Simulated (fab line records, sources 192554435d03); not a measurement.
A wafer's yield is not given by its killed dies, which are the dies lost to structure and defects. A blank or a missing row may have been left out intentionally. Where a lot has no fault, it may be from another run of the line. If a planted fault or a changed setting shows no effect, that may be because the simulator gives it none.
Chamber matching -- flow n5_finfet -- N5_BEOL_M0_CO_CAP_123 on cvd_co-02: 3 sister chambers
The step material Co, precursor CCTBA/H2, target thk 2 nm, time 102.1 s. 6 wafers are shown with their chamber, then 11 later ones without.

== EACH WAFER AND ITS CHAMBER ==
wafer,chamber,heater_power_w (W)
L085.1,1,217
L089.3,2,199
L092.1,1,220
L092.2,0,236
L092.5,2,205
L093.4,0,244

== WAFERS WITHOUT THEIR CHAMBER ==
wafer,heater_power_w (W)
L093.5,204
L093.6,211
L094.2,244
L094.3,202
L094.4,239
L096.1,213
L096.2,247
L096.6,195
L097.1,215
L097.3,207
L097.5,203

== CHAMBER TAKEN BY EACH ==
wafer,from the rows above,in truth
L093.5,2,2
L093.6,can't be placed: 1 or 2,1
L094.2,0,0
L094.3,2,2
L094.4,0,0
L096.1,can't be placed: 1 or 2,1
L096.2,0,0
L096.6,2,2
L097.1,1,1
L097.3,can't be placed: 2 or 1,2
L097.5,2,2
Correctly placed: 8 of 11. These rows do not allow placing 3 (true chamber among the candidates in 3). Wrongly placed: 0.
How it was worked out, from the rows above alone: a wafer's distance from a chamber is the root of the sum, over the readings, of the square of ((its reading less the chamber's mean) divided by the reading's scatter). If the next closest chamber is less than 2 further off than the closest, the wafer can't be placed; otherwise it belongs to the closest. For every chamber, the mean is computed from those of its wafers that are shown. The scatter: take each reading less its chamber's mean, square it, sum over the shown wafers, divide by the number of wafers less the number of chambers, and take the root.
